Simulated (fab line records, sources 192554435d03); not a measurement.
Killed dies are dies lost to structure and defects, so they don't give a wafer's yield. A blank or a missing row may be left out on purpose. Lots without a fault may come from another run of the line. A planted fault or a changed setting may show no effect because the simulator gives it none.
A struck lot beside a sound one | flow n5_finfet | 37 steps out of a route of 1938
Sound: wafers L605.1, L605.4, L605.6. Struck: wafers L610.1, L610.2, L610.3. The cause comes at the end.
At each step with rows: each side's tool, then ch and its chambers, then its first start. Under that, the readings that differ: sound wafers | struck wafers | difference of the means | sigmas: that difference in standard deviations of wafers without a fault.
alike: readings whose means differ by less than 2 such deviations, and words and numbers that are the same on both sides. not compared: withheld readings, readings that some wafer has no value for, bounds like >300 that may hide the same value, and numbers for which the record gives no deviation and whose values overlap.
The two part at a step that has a row with sigmas, a row that says differs or no value, or rows on one side only. Numbers that don't overlap but have no deviation are shown without sigmas and don't part them. A reading that every wafer of one side lacks parts them only if that side has two wafers or more.

first, 9 steps without rows for these wafers: N5_PASSIVATION_DESCUM_12 (chemistry O2, time 7.9 s); N5_PASSIVATION_PASS_ETCH_74 (etches SiNx in CF4/O2, target depth 220 nm, time 110 s); N5_PASSIVATION_VIA_ETCH_13 (etches SiO2 in CHF3/O2, target depth 660 nm, time 330 s); N5_PASSIVATION_STRIP_14 (strips in O2); N5_PASSIVATION_ETCH_15 (etches SiCN in CF4/N2, target depth 75 nm, time 81.2 s); N5_PASSIVATION_STRIP_73 (strips in post etch residue remover, time 60 s); N5_PASSIVATION_SRD_17 (time 30 s, dry time 30 s); N5_PASSIVATION_DEGAS_18 (time 60 s); N5_PASSIVATION_PRE_CLEAN_19.
N5_PASSIVATION_SPUTTER_20: material TaN, target thk 50 nm.
  sound on pvd_sputter-01, day 14 08:01; struck on pvd_sputter-03, day 15 08:59
  alike: throttle_valve_pct
then, 26 steps without rows for these wafers: N5_PASSIVATION_AL_DEP_21 (deposits Al, target thk 2800 nm, time 170 s); N5_PASSIVATION_HMDS_23 (time 60 s); N5_PASSIVATION_COAT_24; N5_PASSIVATION_EBR_26; N5_PASSIVATION_SOFTBAKE_25 (time 90 s); N5_PASSIVATION_EXPOSE_27 (exposes mask PAD, defocus 0 nm); N5_PASSIVATION_PEB_28; N5_PASSIVATION_DEVELOP_29 (develop time 60 s); N5_PASSIVATION_HARDBAKE_31 (time 120 s); N5_PASSIVATION_DESCUM_32 (chemistry O2, time 7.9 s); N5_PASSIVATION_AL_ETCH_33 (etches Al in Cl2/BCl3, stops on TaN, target depth 2800 nm, time 466.7 s); N5_PASSIVATION_ETCH_59 (etches TaN in Cl2/BCl3, target depth 65 nm, time 34.9 s); N5_PASSIVATION_STRIP_34 (strips in O2); N5_PASSIVATION_STRIP_51 (strips in post etch residue remover, time 1200 s); N5_PASSIVATION_CLEAN_69 (cleans in IPA, time 180 s); N5_PASSIVATION_SRD_70 (time 30 s); N5_PASSIVATION_PECVD_53 (deposits SiO2 from TEOS/O2, target thk 800 nm, time 169.4 s); N5_PASSIVATION_PECVD_35 (deposits SiNx from SiH4/NH3/N2, target thk 700 nm, time 151.3 s); N5_PASSIVATION_HMDS_37 (time 60 s); N5_PASSIVATION_COAT_38; N5_PASSIVATION_EBR_40; N5_PASSIVATION_SOFTBAKE_39 (time 120 s); N5_PASSIVATION_EXPOSE_41 (exposes mask PASS OPEN, defocus 0 nm, target cd 40000 nm); N5_PASSIVATION_PEB_42; N5_PASSIVATION_DEVELOP_43 (develop time 60 s); N5_PASSIVATION_HARDBAKE_45 (time 120 s).
N5_PASSIVATION_PROBE_49:
  the record has rows for the struck wafers here (prober-02, day 15 14:47) and none for the sound ones

WHERE THEY PART
Only at N5_PASSIVATION_PROBE_49, within this record.

WHY: what the simulator had put in
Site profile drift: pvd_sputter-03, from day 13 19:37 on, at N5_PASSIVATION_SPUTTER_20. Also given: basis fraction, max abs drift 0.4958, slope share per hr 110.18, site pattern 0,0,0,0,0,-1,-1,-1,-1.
